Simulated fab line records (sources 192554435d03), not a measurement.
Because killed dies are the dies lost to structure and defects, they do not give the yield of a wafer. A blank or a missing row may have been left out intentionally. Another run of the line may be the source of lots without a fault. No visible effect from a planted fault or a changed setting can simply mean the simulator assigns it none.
fab line records    flow n5Finfet
record: lots: 8  wafers: 24  lastDay: 21
route steps=1938 shown BEOL_M2@854 BEOL_M4@1111 PASSIVATION@1936
lots untouched by any fault: they come from a run of this same line in which no faults occurred
startH: start of the lot's first displayed wafer, in hours after the record's first day    waitH: time in hours since the lot's previous step    " the same as in the row above    L1.1+2: a single row standing in for several wafers    - no value, or no start was given    * or withheld: withheld    < > ~ a bound
route shown NAME@n: NAME is a module with steps in the file, n the number in the route of the first one    usual: mean/standard deviation of fault-free wafers    same: alike in all rows    chamber/n: place in a boat    sites: each site's reading    _std_site: the values' standard deviation    _edge_site: inner sites' mean taken away from outer sites' mean    radiusMm: how far each site lies from the wafer's centre    mask NAME#n: copy n    behind: tool/chamber where the wafer was last shaped    hold: the reason the lot was held/the length of the hold in hours/how it ended    device: transistor that didn't switch, given as n, p or np    end of line: tests of these same wafers at the route's end    a step without rows: its recipe alone    killed: at the first sort, the dies lost to defects and structure; wafer yield is something else    map: the dies of a wafer, with x for killed, . for not killed, _ for no die there
set.NAME: setting as actually run; set.NAME@STEP: the setting as run at that earlier step    model.NAME: the simulator's own value behind a step, which no gauge read
one table for each step of the route and one row for each wafer, over a sample of lots
services: when a tool's chamber went out of use (startH, in hours from the record's first day, below 0 if earlier), for how many hours, and the reason
== steps ==
step: N5_BEOL_M2_CD_MEAS_11
recipe: targetCdNm: 16.79  landingEnergyEv: 500  detector: seInlens  polarity: opening
usual: cdNm: 16.96/0.24
lot.wafer  tool      chamber  startH  waitH  cdNm
L477.4     cdSem-02  0        201.57  -      16.88
L477.5     "         0        "       "      16.82
L477.6     "         0        "       "      16.69
L483.2     cdSem-03  0        228.85  -      16.76
L483.3     "         0        "       "      17.00
L483.4     "         0        "       "      17.04
L485.1     cdSem-01  0        232.05  -      16.76
L485.2     "         0        "       "      16.87
L485.6     "         0        "       "      17.06
L486.2     cdSem-03  0        236.34  -      16.60
L486.5     "         0        "       "      17.06
L486.6     "         0        "       "      16.83
L487.1     cdSem-01  0        241.18  -      16.95
L487.2     "         0        "       "      16.81
L487.4     "         0        "       "      16.50
L492.2     cdSem-03  0        266.22  -      16.80
L492.3     "         0        "       "      16.78
L492.4     "         0        "       "      17.17
L493.1     cdSem-02  0        271.34  -      16.93
L493.2     "         0        "       "      17.01
L493.6     "         0        "       "      16.53
L495.4     cdSem-03  0        277.03  -      16.67
L495.5     "         0        "       "      16.70
L495.6     "         0        "       "      16.34
step: N5_BEOL_M2_ETCH_64
recipe: chemistry: N2/H2  target: SOC  targetDepthA: 750  overetchA: 225  maskMaterial: SiARC  tempC: 40  timeS: 121.9  ionEnergyEv: 200  pressureMtorr: 30  sourceW: 840  biasW: 150  n2FlowSccm: 200  h2FlowSccm: 200
usual: biasW: 150.0/0.41  chamberPressureMTorr: 30.00/0.033  drypumpMotorCurrentA: 5.69/0.2  n2FlowSccm: 200.1/0.64  oesProductAu: 0.61/0.06  rfVppV: 523.6/2.3  showerheadPlenumPTorr: 2.53/0.084  throttleValvePct: 17.86/0.26
same: timeS: 121.9
lot.wafer  tool        chamber  startH  waitH  biasW  chamberPressureMTorr  drypumpMotorCurrentA  n2FlowSccm  oesProductAu  rfHoursCounterH  rfVppV  showerheadPlenumPTorr  throttleValvePct
L477.4     rieDiel-01  0        202.06  0.1    149.0  29.97                 5.75                  200.5       0.62          -                520.7   2.46                   17.77
L477.5     "           1        "       "      150.2  30.05                 5.55                  200.5       0.63          -                528.5   2.68                   17.89
L477.6     "           2        "       "      149.6  29.99                 5.64                  200.6       0.58          -                523.0   2.55                   18.33
L483.2     rieDiel-03  1        229.05  0.0    150.6  30.05                 5.78                  200.2       0.60          128              520.4   2.44                   17.94
L483.3     "           2        "       "      150.1  30.01                 6.00                  200.4       0.56          187              526.7   2.63                   17.84
L483.4     "           3        "       "      150.3  29.98                 5.66                  199.3       0.59          145              521.5   2.41                   17.58
L485.1     rieDiel-03  3        232.26  0.0    150.3  30.06                 5.67                  199.8       0.60          146              521.7   2.41                   17.57
L485.2     "           2        "       "      150.3  30.01                 5.97                  200.4       0.56          188              526.4   2.63                   17.85
L485.6     "           0        "       "      150.2  30.03                 5.51                  199.4       0.53          -                522.0   2.49                   17.75
L486.2     rieDiel-03  1        236.55  0.0    150.0  30.02                 5.79                  200.9       0.59          130              521.9   2.43                   17.95
L486.5     "           0        "       "      150.4  30.01                 5.53                  200.7       0.53          -                522.5   2.49                   17.76
L486.6     "           3        "       "      149.5  30.05                 5.65                  200.4       0.60          -                520.4   2.41                   17.59
L487.1     rieDiel-01  3        241.40  0.0    150.8  29.99                 5.86                  200.2       0.71          8                522.6   2.50                   17.45
L487.2     "           2        "       "      150.0  30.01                 5.64                  200.2       0.56          184              523.9   2.54                   18.36
L487.4     "           1        "       "      150.1  29.98                 5.56                  200.0       0.62          92               527.0   2.67                   17.91
L492.2     rieDiel-01  2        266.42  0.0    150.1  30.08                 5.63                  199.4       0.56          190              525.4   2.54                   18.37
L492.3     "           0        "       "      150.3  30.04                 5.73                  200.3       0.61          121              522.8   2.45                   17.81
L492.4     "           1        "       "      150.1  30.05                 5.55                  200.4       0.61          98               526.6   2.67                   17.93
L493.1     rieDiel-01  0        271.59  0.0    149.7  30.00                 5.75                  200.2       0.60          123              521.6   2.45                   17.78
L493.2     "           2        "       "      149.9  29.99                 5.65                  199.1       0.56          192              522.8   2.53                   18.37
L493.6     "           1        "       "      150.1  30.01                 5.53                  200.8       0.62          -                528.7   2.67                   17.91
L495.4     rieDiel-01  2        277.31  0.0    149.6  30.01                 5.64                  199.1       0.56          194              522.1   2.53                   18.37
L495.5     "           3        "       "      150.3  30.03                 5.86                  200.9       0.69          -                521.9   2.50                   17.47
L495.6     "           2        "       "      149.6  30.00                 5.63                  200.4       0.55          -                522.0   2.53                   18.38
step: N5_BEOL_M2_ETCH_77
recipe: chemistry: N2/H2  target: underlayer  targetDepthA: 65  maskMaterial: CAR-EUV  timeS: 5.2  ionEnergyEv: 200  pressureMtorr: 30  sourceW: 840  biasW: 150  n2FlowSccm: 200  h2FlowSccm: 200  ends: cleared
usual: biasW: 150.0/0.43  chamberPressureMTorr: 30.00/0.044  drypumpMotorCurrentA: 5.69/0.2  etchRfOnTimeS: 5.23/0.18  n2FlowSccm: 200.0/0.58  oesProductAu: 0.68/0.077  rfVppV: 523.5/2.5  showerheadPlenumPTorr: 2.53/0.087  throttleValvePct: 17.89/0.23
lot.wafer  tool        chamber  startH  waitH  biasW  chamberPressureMTorr  drypumpMotorCurrentA  etchRfOnTimeS  n2FlowSccm  oesProductAu  rfHoursCounterH  rfVppV  showerheadPlenumPTorr  throttleValvePct
L477.4     rieDiel-03  1        202.96  0.0    150.2  30.09                 5.76                  5.22           199.6       0.67          117              521.7   2.44                   17.97
L477.5     "           2        "       "      149.7  30.04                 5.95                  5.47           199.3       0.61          -                525.6   2.63                   17.86
L477.6     "           3        "       "      150.8  29.98                 5.63                  5.45           200.2       0.65          -                520.3   2.42                   17.60
L483.2     rieDiel-03  2        230.01  0.0    -      -                     -                     -              -           -             -                -       -                      -
L483.3     "           0        "       "      -      -                     -                     -              -           -             -                -       -                      -
L483.4     "           3        "       "      -      -                     -                     -              -           -             -                -       -                      -
L485.1     rieDiel-01  2        233.22  0.0    -      -                     -                     -              -           -             -                -       -                      -
L485.2     "           0        "       "      -      -                     -                     -              -           -             -                -       -                      -
L485.6     "           1        "       "      -      -                     -                     -              -           -             -                -       -                      -
L486.2     rieDiel-03  1        237.50  0.0    150.2  30.02                 5.78                  5.17           200.4       0.66          131              522.1   2.43                   17.98
L486.5     "           0        "       "      150.7  29.98                 5.53                  5.04           200.1       0.60          -                525.4   2.49                   17.81
L486.6     "           1        "       "      149.7  30.09                 5.78                  5.17           200.5       0.67          -                520.0   2.44                   17.98
L487.1     rieDiel-03  3        242.35  0.0    150.5  29.97                 5.67                  5.45           200.0       0.65          149              522.1   2.41                   17.64
L487.2     "           1        "       "      149.5  30.00                 5.79                  5.25           199.8       0.65          133              520.6   2.43                   17.98
L487.4     "           0        "       "      150.8  29.98                 5.53                  5.11           200.2       0.59          222              522.1   2.49                   17.82
L492.2     rieDiel-04  0        267.46  0.0    149.6  30.00                 5.87                  5.05           200.7       0.75          42               521.6   2.47                   17.82
L492.3     "           1        "       "      150.1  29.95                 5.90                  5.01           200.9       0.79          28               521.8   2.50                   17.72
L492.4     "           3        "       "      149.9  30.03                 5.26                  5.45           199.7       0.60          195              526.1   2.63                   18.29
L493.1     rieDiel-01  1        272.43  0.0    149.7  29.99                 5.56                  5.07           199.3       0.69          100              526.8   2.67                   17.96
L493.2     "           2        "       "      150.3  29.98                 5.63                  5.49           199.3       0.60          192              523.5   2.53                   18.44
L493.6     "           3        "       "      150.3  30.03                 5.87                  5.21           200.4       0.78          -                522.8   2.50                   17.51
L495.4     rieDiel-03  3        278.27  0.0    148.7  29.96                 5.66                  5.38           200.7       0.64          156              520.1   2.41                   17.63
L495.5     "           1        "       "      149.7  30.02                 5.82                  5.19           200.1       0.65          -                521.9   2.43                   18.02
L495.6     "           0        "       "      149.5  29.94                 5.55                  5.08           200.1       0.59          -                523.0   2.48                   17.82
step: N5_BEOL_M2_TRENCH_ETCH_37
recipe: chemistry: C4F6/O2  targetDepthA: 555.55  target: SiOC  timeS: 29.2  ionEnergyEv: 250  pressureMtorr: 30  sourceW: 355  biasW: 185  Ar_flow_sccm: 300  C4F6_flow_sccm: 10  O2_flow_sccm: 10
usual: C4F6_flow_sccm: 10.003/0.029  O2_flow_sccm: 10.00/0.03  drypumpMotorCurrentA: 5.67/0.22  oesProductAu: 0.80/0.089  rfVppV: 671/25  showerheadPlenumPTorr: 2.83/0.081  throttleValvePct: 20.88/0.25
same: timeS: 29.2
lot.wafer  tool        chamber  startH  waitH  C4F6_flow_sccm  O2_flow_sccm  drypumpMotorCurrentA  oesProductAu  rfHoursCounterH  rfVppV  showerheadPlenumPTorr  throttleValvePct
L477.4     rieDiel-01  1        -       -      10.028          9.96          5.56                  0.84          -                713     2.99                   20.95
L477.5     "           0        "       "      9.980           9.99          5.72                  0.83          -                627     2.76                   20.86
L477.6     "           2        "       "      9.998           9.99          5.65                  0.73          -                695     2.84                   21.30
L483.2     rieDiel-01  2        -       -      10.087          9.94          5.65                  0.72          185              693     2.84                   21.33
L483.3     "           1        "       "      10.040          10.01         5.55                  0.82          93               714     2.98                   20.97
L483.4     "           3        "       "      9.977           10.02         5.87                  0.93          10               688     2.78                   20.40
L485.1     rieDiel-03  1        -       -      10.050          9.99          5.78                  0.76          142              633     2.74                   21.10
L485.2     "           2        "       "      9.968           10.00         5.94                  0.71          200              664     2.93                   20.90
L485.6     "           1        "       "      9.985           10.02         5.79                  0.77          -                632     2.74                   21.11
L486.2     rieDiel-04  3        -       -      9.991           10.01         5.23                  0.71          196              682     2.90                   21.07
L486.5     "           1        "       "      10.068          9.98          5.88                  0.90          -                675     2.75                   20.45
L486.6     "           2        "       "      9.985           9.99          5.42                  0.96          -                680     2.91                   20.64
L487.1     rieDiel-04  0        -       -      10.018          10.00         5.87                  0.88          43               671     2.77                   20.91
L487.2     "           1        "       "      10.039          9.97          5.93                  0.91          29               675     2.75                   20.47
L487.4     "           2        "       "      9.995           10.01         5.41                  0.97          11               680     2.91                   20.64
L492.2     rieDiel-01  1        -       -      10.010          10.02         5.52                  0.80          111              712     2.97                   20.99
L492.3     "           0        "       "      9.986           9.97          5.74                  0.79          132              628     2.75                   20.90
L492.4     "           2        "       "      10.007          10.01         5.64                  0.71          203              691     2.83                   21.36
L493.1     rieDiel-04  1        -       -      10.000          10.01         5.89                  0.87          43               673     2.74                   20.47
L493.2     "           2        "       "      10.026          9.98          5.37                  0.92          25               680     2.91                   20.68
L493.6     "           2        "       "      10.075          9.98          5.43                  0.91          -                681     2.91                   20.67
L495.4     rieDiel-04  3        -       -      10.021          10.01         5.24                  0.70          -                681     2.89                   21.08
L495.5     "           1        "       "      10.011          9.95          5.93                  0.87          -                673     2.74                   20.48
L495.6     "           0        "       "      9.954           10.01         5.88                  0.85          -                671     2.76                   20.94
step: N5_BEOL_M4_RC_MEAS_101
usual: DIBL_N: 36.1/2.3  DIBL_P: 36/3.2  IOFF_N: 0.16/0.045  IOFF_P: 0.21/0.049  ION_N: 674/14  ION_P: 462/8.4  SS_N: 71.6/0.83  SS_P: 73.2/0.87  VT_N: 249/3.8  VT_P: -250/3.4
lot.wafer  tool       chamber  startH  waitH  DIBL_N[mV/V]  DIBL_P[mV/V]  IOFF_N[nA/um]  IOFF_P[nA/um]  ION_N[uA/um]  ION_P[uA/um]  SS_N[mV/dec]  SS_P[mV/dec]  VT_N[mV]  VT_P[mV]
L477.4     prober-02  0        289.33  0.5    37.0          38            0.19           0.25           671           455           72.0          73.9          246       -247
L477.5     "          0        "       "      38.4          39            0.20           0.25           679           465           72.7          74.4          249       -249
L477.6     "          0        "       "      36.7          37            0.19           0.23           683           464           72.6          73.6          250       -249
L483.2     prober-02  0        317.56  0.2    35.8          34            0.12           0.21           652           457           71.0          73.4          254       -251
L483.3     "          0        "       "      35.1          34            0.13           0.20           662           464           71.3          71.6          251       -249
L483.4     "          0        "       "      37.7          37            0.16           0.25           675           465           71.9          73.4          251       -247
L487.1     prober-01  0        344.70  0.0    35.5          36            0.15           0.18           672           457           72.1          72.9          249       -253
L487.2     "          0        "       "      37.7          38            0.20           0.22           686           463           71.2          74.2          244       -251
L487.4     "          0        "       "      33.9          34            0.13           0.16           667           457           70.4          72.4          248       -255
L485.1     prober-02  0        344.81  0.0    37.5          37            0.18           0.23           666           457           72.6          73.9          248       -250
L485.2     "          0        "       "      32.3          30            0.11           0.14           656           448           70.9          71.3          255       -256
L485.6     "          0        "       "      33.1          31            0.11           0.15           658           453           71.1          72.1          252       -254
L486.2     prober-02  0        347.82  0.2    36.9          34            0.16           0.20           689           470           70.9          72.9          249       -247
L486.5     "          0        "       "      38.7          37            0.19           0.24           693           472           71.8          74.2          243       -245
L486.6     "          0        "       "      39.8          37            0.22           0.24           688           465           71.8          73.6          243       -247
L492.2     prober-02  0        358.83  0.2    37.6          38            0.17           0.20           673           458           71.3          73.8          248       -252
L492.3     "          0        "       "      39.2          41            0.21           0.28           674           466           72.2          75.1          249       -249
L492.4     "          0        "       "      36.5          37            0.15           0.20           675           462           71.2          73.9          248       -254
L493.1     prober-02  0        388.83  0.0    40.9          44            0.28           0.38           686           469           73.0          75.4          241       -241
L493.2     "          0        "       "      40.3          43            0.30           0.36           695           472           72.4          74.8          239       -240
L493.6     "          0        "       "      39.2          41            0.26           0.31           685           464           72.8          75.0          243       -243
L495.4     prober-01  0        394.25  0.5    37.5          39            0.20           0.25           683           463           72.7          73.3          246       -248
L495.5     "          0        "       "      40.1          42            0.24           0.29           679           461           72.7          74.2          246       -248
L495.6     "          0        "       "      37.4          38            0.19           0.24           681           466           72.0          73.7          247       -247
step: N5_PASSIVATION_PROBE_49
usual: defectLimitedYield: 90.9/1.6  killed_at_M0_to_M3: 37/11  killed_at_M4_up: 15/5.6  killedAtContacts: 13/6.4  killedAtFrontEnd: 39/11  killedAtOther: 4/3.1  killedDies: 107/19  killedOpen: 71/14  killedShort: 34/7.8  sort_bin_4_leakage: 0.01/0.053  sort_bin_5_function: 5.3/1  sort_bin_6_memory: 3.4/0.72  sortNPass: 1072/20  sortYieldPct: 90.9/1.7
same: grossDies: 1180  killedAtBackSide: 0  sort_bin_8_speed[%]: 0
lot.wafer  tool       chamber  startH  waitH  defectLimitedYield[%]  killed_at_M0_to_M3  killed_at_M4_up  killedAtContacts  killedAtFrontEnd  killedAtOther  killedDies  killedOpen  killedShort  sort_bin_4_leakage[%]  sort_bin_5_function[%]  sort_bin_6_memory[%]  sortNPass  sortYieldPct[%]
L477.4     prober-02  -        410.79  0.2    89.7                   46                  10               13                51                2              122         84          36           0                      6.4                     3.7                   1058       89.7
L477.5     prober-02  -        410.84  0.2    89.9                   44                  13               13                48                1              119         82          35           0                      5.3                     4.4                   1061       89.9
L477.6     prober-02  -        410.89  0.3    89.6                   46                  19               8                 49                1              123         81          42           0                      6.9                     2.9                   1057       89.6
L487.1     prober-02  -        467.60  0.0    93.1                   32                  7                8                 32                2              81          49          28           0                      3.1                     3.1                   1099       93.1
L487.2     prober-02  -        467.65  0.1    94.7                   21                  12               11                17                2              63          40          23           0                      3.3                     1.7                   1117       94.7
L486.5     prober-02  -        469.22  0.2    89.6                   39                  23               5                 53                3              123         87          33           0                      5.7                     4.3                   1057       89.6
killed by level:class
L477.4 BEOL_M2:geometricParticle:open=19 FIN_SAQP:geometricParticle:open=18 MOL_CONTACT_COAG:geometricParticle:open=12 FIN_SAQP:geometricParticle:short=10 BEOL_M0_SAQP:geometricParticle:short=8 BEOL_M0_SAQP:geometricParticle:open=6 BEOL_M1:geometricParticle:open=4 BEOL_M3:geometricParticle:open=4
L477.5 BEOL_M2:geometricParticle:open=24 FIN_SAQP:geometricParticle:open=13 MOL_CONTACT_COAG:geometricParticle:open=9 BEOL_M4:geometricParticle:open=9 GATE_CUT:geometricParticle:short=6 DUMMY_GATE:geometricParticle:open=5 STARTING-WAFER:geometricParticle:open=5 FIN_SAQP:geometricParticle:short=4
L477.6 FIN_SAQP:geometricParticle:open=18 BEOL_M0_SAQP:geometricParticle:open=14 BEOL_M2:geometricParticle:open=13 GATE_CUT:geometricParticle:short=8 FIN_SAQP:geometricParticle:short=7 BEOL_M4:geometricParticle:open=7 BEOL_M0_SAQP:geometricParticle:short=6 BEOL_M4:geometricParticle:short=6
L487.1 BEOL_M3:geometricParticle:open=10 BEOL_M1:geometricParticle:open=8 MOL_CONTACT_COAG:geometricParticle:open=6 FIN_SAQP:geometricParticle:open=5 GATE_CUT:geometricParticle:short=4 BEOL_M0_SAQP:geometricParticle:open=4 STARTING-WAFER:geometricParticle:short=4 ILD0:geometricParticle:open=3
L487.2 FIN_SAQP:geometricParticle:short=9 MOL_CONTACT_COAG:geometricParticle:open=9 BEOL_M2:geometricParticle:open=7 BEOL_M3:geometricParticle:open=4 BEOL_M4:geometricParticle:open=4 BEOL_M0:geometricParticle:open=3 BEOL_M1:geometricParticle:short=3 BEOL_M6:geometricParticle:open=3
L486.5 BEOL_M4:geometricParticle:open=17 FIN_SAQP:geometricParticle:open=14 BEOL_M3:geometricParticle:open=12 BEOL_M1:geometricParticle:open=10 STI_FIN_REVEAL:geometricParticle:open=8 FIN_SAQP:geometricParticle:short=7 GATE_CUT:geometricParticle:short=5 DUMMY_GATE:geometricParticle:open=5
== services ==
tool        chamber  startH  hours  kind
rieDiel-01  3        191.56  -      clean
rieDiel-01  3        191.56  -      consumableReplace:focusRing
rieDiel-01  3        191.56  22.6   scheduledDown
rieDiel-01  3        191.56  22.6   ventCycle
rieDiel-03  0        206.78  4.0    repair
rieDiel-04  2        209.91  -      clean
rieDiel-04  2        209.91  -      consumableReplace:focusRing
rieDiel-04  2        209.91  14.3   scheduledDown
rieDiel-04  2        209.91  14.3   ventCycle
rieDiel-03  2        238.86  1.8    repair
rieDiel-03  3        254.51  19.3   repair
rieDiel-03  3        289.92  5.3    repair
rieDiel-04  0        298.90  4.3    repair
rieDiel-03  0        309.46  -      clean
rieDiel-03  0        309.46  -      consumableReplace:focusRing
rieDiel-03  0        309.46  30.7   scheduledDown
rieDiel-03  0        309.46  30.7   ventCycle
rieDiel-04  2        332.82  4.0    repair
== key ==
firstSign: step: N5_BEOL_M2_ETCH_77  reading: toolRecord  direction: missing
effect none on later readings
metAt N5_BEOL_M2_ETCH_77
struckLots L483,L485
notActingAt N5_BEOL_M2_CD_MEAS_11,N5_BEOL_M2_ETCH_64,N5_BEOL_M2_TRENCH_ETCH_37
onsetBetween 202.96 230.01
fault: kind: skippedStepWhole  tool: rieDiel-01,rieDiel-03  chamber: -  onsetH: 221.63  steps: N5_BEOL_M2_ETCH_77  scope: struckLotsOnly
